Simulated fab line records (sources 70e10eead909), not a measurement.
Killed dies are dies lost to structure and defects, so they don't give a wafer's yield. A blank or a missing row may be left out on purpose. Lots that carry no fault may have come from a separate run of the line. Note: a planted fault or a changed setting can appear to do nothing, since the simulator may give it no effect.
Chamber matching | flow nand-harc | rie-diel-11 running NHARC_A_M1_ETCH_35: 4 sister chambers
The step etches the open film in N2/H2, target depth 40 nm, overetch 12 nm, time 43.94 s. 4 wafers are shown with their chamber, then 9 later ones without.

WAFERS WITH THEIR CHAMBER
wafer  | chamber | rf-vpp-V (V)
L084.4 | 0       | 431.0
L088.4 | 2       | 431.9
L089.4 | 1       | 430.7
L089.5 | 3       | 435.3

WAFERS MISSING THEIR CHAMBER
wafer  | rf-vpp-V (V)
L095.2 | 431.3
L095.3 | 431.1
L095.6 | 429.4
L094.1 | 431.6
L094.2 | 431.4
L094.6 | 431.7
L096.1 | 432.2
L096.3 | 434.9
L096.4 | 432.2

WHICH CHAMBER EACH WENT THROUGH
wafer  | from the rows above          | in truth
L095.2 | can't be placed: 0 or 2 or 1 | 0
L095.3 | can't be placed: 0 or 1 or 2 | 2
L095.6 | can't be placed: 1 or 0      | 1
L094.1 | can't be placed: 2 or 0 or 1 | 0
L094.2 | can't be placed: 0 or 2 or 1 | 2
L094.6 | can't be placed: 2 or 0 or 1 | 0
L096.1 | can't be placed: 2 or 0      | 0
L096.3 | 3                            | 3
L096.4 | can't be placed: 2 or 0      | 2
1 of 9 placed correctly. These rows do not allow placing 8 (true chamber among the candidates in 8). Placed wrongly: 0.
How it was worked out, from the rows above alone: a wafer's distance from a chamber is the root of the sum, over the readings, of the square of ((its reading less the chamber's mean) divided by the reading's scatter). The wafer belongs to the nearest chamber; if the next one is less than 2 further off, it can't be placed. The mean given for a chamber averages the wafers shown for that chamber. The scatter: with one shown wafer a chamber, the root of the mean of the squares of how far each hidden wafer lies from its nearest shown one.
